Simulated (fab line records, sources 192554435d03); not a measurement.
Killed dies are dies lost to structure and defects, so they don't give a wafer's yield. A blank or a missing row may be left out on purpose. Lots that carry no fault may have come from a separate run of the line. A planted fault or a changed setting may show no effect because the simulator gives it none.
A lot that was struck, set against a sound lot -- flow n5_finfet -- 14 out of 1938 route steps
Sound: these wafers, L896.2, L896.4, L896.5. Wafers struck: L899.2, L899.3, L899.6. The cause comes at the end.
At each step with rows: each side's tool, then ch and its chambers, then its first start. Under that, the readings that differ: sound wafers -- struck wafers -- difference of the means -- sigmas: that difference in standard deviations of wafers without a fault.
alike: readings with means less than 2 such deviations apart, plus words and numbers identical on both sides. not compared: withheld readings, readings lacking a value on some wafer, bounds such as >300 that could conceal the same value, and numbers that have no deviation in the record and whose values overlap.
The two part at a step that has a row with sigmas, a row that says differs or no value, or rows on one side only. Numbers that don't overlap but have no deviation are shown without sigmas and don't part them. Lack of a reading on every wafer of one side parts them only where that side has two or more wafers.

N5_BEOL_M9_ETCH_62: etches SOC in N2/H2, target depth 110 nm, overetch 22 nm, time 165 s.
  sound on rie_diel-05 ch 0,2,3, day 12 01:04; struck on rie_diel-06 ch 0,1, day 12 08:52
  alike: bias_w, drypump_motor_current_A, oes_product_au, rf_vpp_V, showerhead_plenum_p_Torr, throttle_valve_pct
  not compared: rf_hours_counter_h
then, 1 step without rows for these wafers: N5_BEOL_M9_STRIP_68 (strips in N2/H2).
N5_BEOL_M9_STRIP_67: strips in CF4.
  sound on rie_diel-05 ch 0,2,3, day 12 01:13; struck on rie_diel-06 ch 0,1, day 12 09:01
  alike: drypump_motor_current_A, oes_product_au, rf_vpp_V, showerhead_plenum_p_Torr, throttle_valve_pct
  not compared: rf_hours_counter_h
N5_BEOL_M9_HM_OPEN_17: chemistry Cl2/BCl3, target TiN, target depth 20 nm, overetch 6 nm.
  sound on rie_metal-01 ch 1, day 12 01:15; struck on rie_metal-02 ch 0,1, day 12 09:04
  alike: bias_w, drypump_motor_current_A, mfc_ar_sccm, oes_product_au, throttle_valve_pct
  not compared: rf_hours_counter_h
N5_BEOL_M9_STRIP_19: strips in O2.
  sound on rie_diel-06 ch 0,1,2, day 12 01:26; struck on rie_diel-03 ch 0,1,3, day 12 09:11
  alike: drypump_motor_current_A, oes_product_au, rf_vpp_V, showerhead_plenum_p_Torr, throttle_valve_pct
  not compared: rf_hours_counter_h
N5_BEOL_M9_CD_MEAS_18: pitch 140 nm, target cd 70 nm.
  sound: cd_sem-01 at day 12 01:31; struck: cd_sem-02 at day 12 09:15
  alike: cd_nm
then, 6 steps without rows for these wafers: N5_BEOL_M9_COAT_63 (time 60 s, resist thk 60 nm); N5_BEOL_M9_COAT_64 (time 60 s, resist thk 12 nm); N5_BEOL_M9_COAT_75 (time 60 s, resist thk 5 nm); N5_BEOL_M9_COAT_22 (resist thk 30 nm); N5_BEOL_M9_EBR_24; N5_BEOL_M9_SOFTBAKE_23 (time 60 s).
N5_BEOL_M9_EXPOSE_25: exposes mask V8.
  struck on euv_scanner-01, day 12 10:22; sound on euv_scanner-01 ch 0, day 12 02:15
  no value came back on the struck wafers for exposure_dose_mJ_cm2, focus_offset_nm (nm); on the sound wafers exposure_dose_mJ_cm2 reads 37.13 37.05 37.08
  alike: mask
then, 1 step without rows for these wafers: N5_BEOL_M9_PEB_26 (peb time 60 s).

WHERE THEY PART
Only at N5_BEOL_M9_EXPOSE_25, as far as this record shows.

WHY: what the simulator had put in
At N5_BEOL_M9_EXPOSE_25, the step was skipped entirely on euv_scanner-01 from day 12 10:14 on. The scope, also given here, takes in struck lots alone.
